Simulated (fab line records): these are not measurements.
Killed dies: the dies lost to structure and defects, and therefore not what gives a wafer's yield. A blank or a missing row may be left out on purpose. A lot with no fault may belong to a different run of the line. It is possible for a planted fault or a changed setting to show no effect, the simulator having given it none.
Matching of chambers + flow n5Finfet + 3 sister chambers for N5_BEOL_M14_DEP_53 on pecvd-03
The step deposits SiCN from 3MS/NH3, target thk 50 nm, time 17.8 s. 6 wafers are shown with their chamber, then 8 later ones without.

WAFERS, EACH WITH ITS CHAMBER
| wafer  | chamber | throttleValvePct (%) | showerheadPlenumPTorr (Torr) |
|--------|---------|----------------------|------------------------------|
| L082.1 | 1       | 18.2                 | 4.131                        |
| L083.1 | 2       | 16.8                 | 4.156                        |
| L083.5 | 1       | 18.3                 | 4.133                        |
| L088.3 | 0       | 17.6                 | 4.133                        |
| L088.4 | 2       | 16.9                 | 4.166                        |
| L086.1 | 0       | 17.6                 | 4.145                        |

WAFERS MISSING THEIR CHAMBER
| wafer  | throttleValvePct (%) | showerheadPlenumPTorr (Torr) |
|--------|----------------------|------------------------------|
| L086.3 | 17.7                 | 4.130                        |
| L086.4 | 17.2                 | 4.166                        |
| L091.3 | 17.5                 | 4.148                        |
| L091.5 | 16.9                 | 4.161                        |
| L091.6 | 17.8                 | 4.132                        |
| L096.1 | 17.7                 | 4.135                        |
| L096.4 | 17.2                 | 4.158                        |
| L096.5 | 17.6                 | 4.136                        |

CHAMBER TAKEN BY EACH
| wafer  | from the rows above     | in truth |
|--------|-------------------------|----------|
| L086.3 | 0                       | 0        |
| L086.4 | can't be placed: 2 or 0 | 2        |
| L091.3 | 0                       | 0        |
| L091.5 | 2                       | 2        |
| L091.6 | 0                       | 0        |
| L096.1 | 0                       | 0        |
| L096.4 | can't be placed: 2 or 0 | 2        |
| L096.5 | 0                       | 0        |
Correct placement for 6 of the 8. From these rows, 2 cannot be placed; in 2 the true chamber is one of the candidates. Number placed wrongly: 0.
How it was worked out, from the rows above alone: a wafer's distance from a chamber is the root of the sum, over the readings, of the square of ((its reading less the chamber's mean) divided by the reading's scatter). The wafer belongs to the nearest chamber; if the next one is less than 2 further off, it can't be placed. A chamber's mean is the mean of its shown wafers. The scatter is the square root of a quotient: the sum, over the shown wafers, of each reading's squared deviation from its chamber's mean, divided by wafers minus chambers.
